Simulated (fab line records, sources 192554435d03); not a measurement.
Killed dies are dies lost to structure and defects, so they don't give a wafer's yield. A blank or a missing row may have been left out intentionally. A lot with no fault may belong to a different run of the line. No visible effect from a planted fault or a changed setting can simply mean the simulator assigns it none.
Which tool did it? -- flow n5Finfet -- Sampling: 24 lots, 72 wafers, 3 of 1938 route steps

== WHAT EACH GAUGE READ, for each wafer ==
N5_BEOL_M0_CUTY_INSPECT_59: inspects for defects (macro). Usual: 2.3 for rawDefectCount, sd 1.5.
lot,measured,on,rawDefectCount,flag
L074,day 5 20:34,defectInspect-02,6 2 1,
L075,day 6 01:47,defectInspect-01,4 1 3,
L076,day 6 17:08,defectInspect-01,1 0 2,
L077,day 7 05:11,defectInspect-02,3 1 4,
L078,day 7 08:13,defectInspect-02,2 4 4,
L079,day 7 09:10,defectInspect-01,3 3 3,
L080,day 7 09:31,defectInspect-02,1 4 2,
L081,day 7 13:10,defectInspect-02,1 1 4,
L082,day 7 18:49,defectInspect-02,1 2 3,
L083,day 8 01:57,defectInspect-01,1 4 2,
L084,day 8 11:14,defectInspect-02,3 3 0,
L085,day 8 13:22,defectInspect-02,4 7 0,
L086,day 9 05:19,defectInspect-01,2 2 4,
L087,day 9 08:01,defectInspect-02,6 2 1,
L088,day 9 15:26,defectInspect-02,0 3 1,
L089,day 9 19:39,defectInspect-01,1 4 4,
L090,day 10 01:19,defectInspect-02,0 3 0,
L091,day 10 05:13,defectInspect-01,5 4 1,
L092,day 10 07:00,defectInspect-02,1 0 3,
L093,day 10 19:40,defectInspect-01,0 1 2,
L094,day 10 21:43,defectInspect-02,1 2 3,
L095,day 11 03:47,defectInspect-02,0 1 1,
L097,day 11 11:29,defectInspect-01,3 3 1,
L096,day 11 14:30,defectInspect-02,1 3 2,

== WHICH TOOL RAN EACH LOT (tool, then ch and the chambers of the sampled wafers, then the start) ==
lot,N5_BEOL_M0_SAQP_SPACER2_ALD_26,N5_BEOL_M0_SAQP_SPACER2_ETCHBACK_27
L074,"aldSin-02 ch 0,1,2, day 5 18:02","rieDiel-05 ch 0,2, day 5 18:35"
L075,"aldSin-02 ch 0,1,2, day 5 22:52","rieDiel-01 ch 0,1,2, day 5 23:24"
L076,"aldSin-01 ch 0,3, day 6 14:44","rieDiel-01 ch 1,2,3, day 6 15:17"
L077,"aldSin-03 ch 2,3, day 7 02:21","rieDiel-06 ch 2,3, day 7 03:04"
L078,"aldSin-02 ch 0,2,3, day 7 05:32","rieDiel-05 ch 0,2, day 7 06:07"
L079,"aldSin-02 ch 1,2,3, day 7 06:37","rieDiel-06 ch 0,2,3, day 7 07:10"
L080,"aldSin-01 ch 1,2, day 7 06:52","rieDiel-01 ch 0,1, day 7 07:25"
L081,"aldSin-01 ch 1,2, day 7 10:18","rieDiel-05 ch 0,1,3, day 7 10:55"
L082,"aldSin-03 ch 0,2,3, day 7 16:17","rieDiel-06 ch 0,1,2, day 7 16:51"
L083,"aldSin-03 ch 0,3, day 7 23:23","rieDiel-05 ch 0,1,2, day 7 23:58"
L084,"aldSin-01 ch 0,1,2, day 8 08:12","rieDiel-05 ch 1,2,3, day 8 08:45"
L085,"aldSin-02 ch 1,3, day 8 09:38","rieDiel-05 ch 1,2, day 8 10:11"
L086,"aldSin-02 ch 1,2,3, day 9 02:43","rieDiel-06 ch 0,1,3, day 9 03:15"
L087,"aldSin-02 ch 0,2, day 9 05:28","rieDiel-06 ch 0,1,2, day 9 06:02"
L088,"aldSin-01 ch 1,2,3, day 9 12:21","rieDiel-01 ch 1,2,3, day 9 13:01"
L089,"aldSin-03 ch 0,2, day 9 16:43","rieDiel-05 ch 2,3, day 9 17:25"
L090,"aldSin-01 ch 1,2,3, day 9 21:19","rieDiel-05 ch 0,1,3, day 9 21:59"
L091,"aldSin-02 ch 2,3, day 10 02:35","rieDiel-06 ch 1,3, day 10 03:08"
L092,"aldSin-03 ch 0,1,3, day 10 04:27","rieDiel-01 ch 0,2,3, day 10 05:01"
L093,"aldSin-03 ch 0,1,3, day 10 15:16","rieDiel-05 ch 0,1,3, day 10 15:49"
L094,"aldSin-03 ch 0,2,3, day 10 19:05","rieDiel-06 ch 1,2,3, day 10 19:38"
L095,"aldSin-03 ch 0,1,2, day 11 01:07","rieDiel-05 ch 0,2,3, day 11 01:40"
L097,"aldSin-03 ch 0,1,2, day 11 08:58","rieDiel-06 ch 1,2, day 11 09:31"
L096,"aldSin-01 ch 0,1,2, day 11 11:11","rieDiel-01 ch 0,1,3, day 11 11:44"
- N5_BEOL_M0_SAQP_SPACER2_ALD_26: deposits SiO2, target thk 15 nm, pulse time 1 s, purge time 2 s.
- N5_BEOL_M0_SAQP_SPACER2_ETCHBACK_27: etches SiO2 in CHF3/O2, target depth 22.5 nm, time 11.25 s.

== WHAT THE TOOLS THEMSELVES READ (means of the sampled wafers that have a number; where no wafer has one, the mark that the record gives instead) ==
N5_BEOL_M0_SAQP_SPACER2_ALD_26. Usual: heaterPowerW 474 W, standard deviation 32; precursorPulseHeightRel 1.000, standard deviation 0.021.
lot,tool,heaterPowerW (W),precursorPulseHeightRel,flag
L074,aldSin-02,461,1.004,
L075,aldSin-02,459,1.011,
L076,aldSin-01,515,1.007,
L077,aldSin-03,472,1.000,
L078,aldSin-02,435,0.983,
L079,aldSin-02,466,0.993,
L080,aldSin-01,504,1.019,
L081,aldSin-01,498,1.010,
L082,aldSin-03,480,0.991,
L083,aldSin-03,502,1.000,
L084,aldSin-01,509,1.010,
L085,aldSin-02,446,1.004,
L086,aldSin-02,461,1.008,
L087,aldSin-02,466,1.021,
L088,aldSin-01,488,0.987,
L089,aldSin-03,474,1.009,
L090,aldSin-01,493,1.006,
L091,aldSin-02,470,0.995,
L092,aldSin-03,474,0.998,
L093,aldSin-03,469,0.997,
L094,aldSin-03,485,1.011,
L095,aldSin-03,452,0.994,
L097,aldSin-03,456,1.005,
L096,aldSin-01,487,1.000,

N5_BEOL_M0_SAQP_SPACER2_ETCHBACK_27. Usual: chamberPressureMTorr 30.000 mTorr, standard deviation 0.027; drypumpMotorCurrentA 5.9 A, standard deviation 0.4; mfcArSccm 200.0 sccm, standard deviation 0.62; oes_ar_750_au 0.75 a.u., standard deviation 0.062; oesProductAu 0.75 a.u., standard deviation 0.065; rfVppV 525 V, standard deviation 8.6; showerheadPlenumPTorr 2.41 Torr, standard deviation 0.09; throttleValvePct 18.92 %, standard deviation 0.23.
lot,tool,chamberPressureMTorr (mTorr),drypumpMotorCurrentA (A),mfcArSccm (sccm),oes_ar_750_au (a.u.),oesProductAu (a.u.),rfVppV (V),showerheadPlenumPTorr (Torr),throttleValvePct (%),flag
L074,rieDiel-05,30.009,5.6,199.8,0.74,0.74,537,2.37,19.07,
L075,rieDiel-01,29.986,6.0,199.8,0.80,0.80,525,2.46,18.73,
L076,rieDiel-01,29.985,6.1,199.9,0.76,0.76,524,2.44,18.69,
L077,rieDiel-06,29.993,6.3,199.3,0.78,0.78,521,2.42,18.85,
L078,rieDiel-05,30.008,5.6,199.4,0.70,0.71,536,2.42,19.09,
L079,rieDiel-06,29.994,5.9,200.1,0.74,0.73,521,2.37,19.07,
L080,rieDiel-01,29.998,6.0,200.1,0.80,0.81,533,2.53,18.68,
L081,rieDiel-05,29.999,5.8,199.7,0.73,0.73,525,2.38,18.95,
L082,rieDiel-06,29.987,5.7,200.2,0.76,0.76,523,2.38,19.06,
L083,rieDiel-05,29.994,5.7,199.9,0.71,0.71,530,2.36,18.95,
L084,rieDiel-05,30.003,5.8,200.4,0.70,0.70,527,2.43,18.96,
L085,rieDiel-05,29.988,5.9,199.9,0.70,0.69,525,2.36,18.81,
L086,rieDiel-06,30.014,5.7,200.2,0.78,0.77,521,2.40,19.10,
L087,rieDiel-06,30.006,5.7,199.9,0.75,0.74,522,2.38,19.08,
L088,rieDiel-01,30.014,6.1,200.6,0.74,0.74,523,2.43,18.72,
L089,rieDiel-05,30.012,5.7,199.6,0.68,0.68,533,2.48,19.12,
L090,rieDiel-05,30.012,5.8,199.6,0.72,0.72,526,2.37,18.98,
L091,rieDiel-06,29.987,6.2,200.2,0.81,0.80,520,2.44,18.90,
L092,rieDiel-01,29.987,5.9,200.4,0.74,0.74,517,2.44,18.88,
L093,rieDiel-05,29.997,5.8,200.3,0.71,0.71,526,2.37,18.99,
L094,rieDiel-06,29.996,6.2,200.8,0.77,0.76,521,2.43,18.86,
L095,rieDiel-05,30.005,5.7,200.2,0.80,0.81,532,2.42,18.99,
L097,rieDiel-06,30.015,6.2,199.6,0.74,0.74,524,2.41,18.86,
L096,rieDiel-01,30.023,5.8,200.1,0.76,0.76,526,2.51,18.82,

== THE ANSWER, worked out from the rows above alone ==
Rule: a lot is off if the mean of its wafers that have a number lies more than 3 standard deviations from the usual mean. Also off: a lot with no number at a reading for which 4 or more lots have one. All remaining lots with rows at the step are treated as sound. The gauges are gone through in route order, then the tools' own readings, and for those a lot's mean is taken as printed above. The first step at which some lot is off is used, and at that step the reading that is off furthest; a lot without a number counts as furthest.
No lot is off on any of the readings shown, so nothing can be concluded from this.

== WHAT THE SIMULATOR PUT IN ==
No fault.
